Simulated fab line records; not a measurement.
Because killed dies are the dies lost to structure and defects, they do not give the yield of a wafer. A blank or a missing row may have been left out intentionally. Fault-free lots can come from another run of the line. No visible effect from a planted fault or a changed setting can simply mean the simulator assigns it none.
A struck lot beside a sound one | flow n5-finfet | 39 out of 1938 route steps
Sound: wafers L546.1, L546.2, L546.4. Struck: wafer L541.4; the same lot's L541.2 was not struck, so it is left out; see the end for the cause.
Per side, at each step with rows, come the tool, then ch with its chambers, and then its first start. Under that, the readings that differ: sound wafers | struck wafers | difference of the means | sigmas: that difference in standard deviations of wafers without a fault.
alike: readings whose means differ by less than 2 such deviations, and words and numbers that are the same on both sides. not compared: withheld readings, readings that some wafer has no value for, bounds like >300 that may hide the same value, and numbers for which the record gives no deviation and whose values overlap.
Wherever a step has rows on one side only, a row that says differs or no value, or a row with sigmas, the two part there. Non-overlapping numbers with no deviation appear without sigmas and do not part them. Lack of a reading on every wafer of one side parts them only where that side has two or more wafers.

first, 9 steps without rows for these wafers: N5_BEOL_M1_COAT_22 (resist thk 30 nm); N5_BEOL_M1_EBR_24; N5_BEOL_M1_SOFTBAKE_23 (time 60 s); N5_BEOL_M1_EXPOSE_25 (exposes mask V0, defocus 5 nm, target cd 24 nm); N5_BEOL_M1_PEB_26 (peb time 60 s); N5_BEOL_M1_DEVELOP_27 (develop time 30 s); N5_BEOL_M1_DESCUM_33 (chemistry O2, time 7 s); N5_BEOL_M1_ETCH_77 (etches underlayer in N2/H2, target depth 6.5 nm, time 5.2 s); N5_BEOL_M1_ETCH_69 (etches SiARC in CF4, target depth 15.6 nm, time 26 s).
N5_BEOL_M1_ALD_98: deposits SiO2, target thk 2.5 nm, pulse time 1 s, co reactant pulse time 1 s.
  sound on ald-sin-04 ch 0,2,3, day 10 13:37; struck on ald-sin-03 ch 0, day 9 05:36
  reading                                  | sound       | struck | difference | sigmas
  ald-cycles                               | 17 17 17    | 22     | +5         |
  heater-power-w (W)                       | 70 76 60    | 88     | +19        | +3
  model.SiO2_of_BEOL_M1_ALD_98.thk-nm (nm) | 2.6 2.4 2.4 | 3.2    | +0.7       |
  alike: precursor-pulse-height-rel
then, 4 steps without rows for these wafers: N5_BEOL_M1_ETCHBACK_99 (etches SiO2 in CHF3, target depth 5 nm, time 10.4 s); N5_BEOL_M1_ETCH_70 (etches SOC in N2/H2, target depth 80 nm, overetch 16 nm, time 120 s); N5_BEOL_M1_STRIP_71 (strips in N2/H2); N5_BEOL_M1_STRIP_78 (strips in N2/H2).
N5_BEOL_M1_VIA_ETCH_34: etches the open film in C4F6/O2, target depth 67.8 nm, time 64.4 s.
  sound on rie-diel-03 ch 0,1,3, day 10 18:10; struck on rie-diel-06 ch 3, day 9 11:58
  reading                  | sound          | struck | difference | sigmas
  rf-vpp-V (V)             | 657 686 657    | 701    | +34        | +2
  model.BEOL_M1.cd-nm (nm) | 18.2 18.6 17.8 | 16.6   | -1.6       |
  alike: drypump-motor-current-A, oes-product-au, showerhead-plenum-p-Torr, throttle-valve-pct
  not compared: rf-hours-counter-h
then, 22 steps without rows for these wafers: N5_BEOL_M1_STRIP_83 (strips in C4F6/O2); N5_BEOL_M1_STRIP_36 (strips in N2/H2); N5_BEOL_M1_TRENCH_ETCH_37 (etches SiOC in C4F6/O2, target depth 55.207 nm, time 29 s); N5_BEOL_M1_ETCH_41 (etches SiCN in CH3F/O2, target depth 31.9 nm, time 57.8 s); N5_BEOL_M1_STRIP_97 (strips in N2/H2, time 10 s); N5_BEOL_M1_HM_STRIP_39 (strips TiN in peroxide tin strip, target depth 25 nm, time 158 s); N5_BEOL_M1_SRD_40 (time 30 s); N5_BEOL_M1_PRECLEAN_42 (cleans in residue remover, time 60 s); N5_BEOL_M1_SRD_43 (time 30 s); N5_BEOL_M1_DEGAS_44 (time 60 s); N5_BEOL_M1_PRE_CLEAN_45 (time 30 s); N5_BEOL_M1_ALD_84 (deposits TaN, pulse time 2 s, purge time 3 s, co reactant purge time 2 s); N5_BEOL_M1_SURFACE_TREAT_85; N5_BEOL_M1_CVD_47 (deposits Co from CCTBA/H2, target thk 3 nm, time 223.8 s); N5_BEOL_M1_SPUTTER_48 (material Cu, target thk 4.5 nm, time 8.29 s); N5_BEOL_M1_ANNEAL_49 (time 240 s); N5_BEOL_M1_SPUTTER_79 (material Cu, target thk 4.5 nm, time 8.29 s); N5_BEOL_M1_ANNEAL_80 (time 240 s); N5_BEOL_M1_SPUTTER_81 (material Cu, target thk 4.5 nm, time 8.29 s); N5_BEOL_M1_ANNEAL_82 (time 240 s); N5_BEOL_M1_SPUTTER_86 (material Cu, target thk 4.5 nm, time 8.29 s); N5_BEOL_M1_ANNEAL_87 (time 240 s).
N5_BEOL_M4_RC_MEAS_101:
  sound on prober-01 ch 0, day 12 15:37; struck on prober-02 ch 0, day 11 11:55
  reading             | sound       | struck | difference | sigmas
  CHAIN_V0 (ohm/link) | 233 213 243 | 267    | +37        | +4
  alike: DIBL_N, DIBL_P, IOFF_N, IOFF_P, ION_N, ION_P, SS_N, SS_P, VT_N, VT_P
after that, 1 step had no rows for these wafers: N5_PASSIVATION_PROBE_49.

WHERE THEY PART
First at N5_BEOL_M1_ALD_98; last, within this record, at N5_BEOL_M4_RC_MEAS_101.

WHY: what had been put in by the simulator
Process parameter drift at N5_BEOL_M1_ALD_98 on ald-sin-03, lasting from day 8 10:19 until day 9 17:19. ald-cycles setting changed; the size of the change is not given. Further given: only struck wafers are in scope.
